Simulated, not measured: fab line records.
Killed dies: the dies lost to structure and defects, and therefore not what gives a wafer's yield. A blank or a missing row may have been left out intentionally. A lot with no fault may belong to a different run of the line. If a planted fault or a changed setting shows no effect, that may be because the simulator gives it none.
2 desks, one fault | flow nand harc | what lay behind the numbers comes last; until then each desk has only its own

## AT THE TOOL OWNER'S DESK: cmp-04
The tool's own readings at NHARC_A_BLC_CMP_25 (polishes, t overpolish 30 s, target thk 150 nm): means of the sampled wafers that have a number, for each lot that ran on this tool. Marked OUT: a lot whose mean sits more than 4 standard deviations from the usual mean, which makes it out of limits; the brackets give that distance.
Columns: A = motor current A at NHARC_A_BLC_CMP_25, usual 12.5 A; B = overpolish run s at NHARC_A_BLC_CMP_25, usual 30.000 s; C = time to endpoint s at NHARC_A_BLC_CMP_25, usual 30.2 s
lot  | first seen here | A    | B      | C
L335 | day 20 09:35    | 13.4 | 30.006 | 33.6
L338 | day 20 15:16    | 12.4 | 30.000 | 22.6
L337 | day 21 23:58    | 13.2 | 30.001 | 27.4
Result from this desk: across the 3 lots, nothing is out of limits.

## FROM THE METROLOGY DESK
Means of the sampled wafers that have a number, per lot and without regard to the tool the lot ran on: this is what the gauges read. Marked OUT: a lot whose mean sits more than 4 standard deviations from the usual mean, which makes it out of limits; the brackets give that distance.
Columns: A = cd nm at NHARC_A_BLC_CD_MEAS_19, usual 99.5 nm
lot  | first seen here | A
L327 | day 18 09:21    | 100.0
L335 | day 20 07:52    | 99.3
L338 | day 20 13:38    | 99.6
L342 | day 21 15:45    | 97.6
L337 | day 21 16:55    | 99.6
L348 | day 23 02:02    | 101.0
Result from this desk: across the 6 lots, nothing is out of limits.

## PUT TOGETHER
Nothing out of limits was seen by the tool owner's desk.
Nothing out of limits was seen by the metrology desk.

## WHAT THE SIMULATOR HAD PUT IN
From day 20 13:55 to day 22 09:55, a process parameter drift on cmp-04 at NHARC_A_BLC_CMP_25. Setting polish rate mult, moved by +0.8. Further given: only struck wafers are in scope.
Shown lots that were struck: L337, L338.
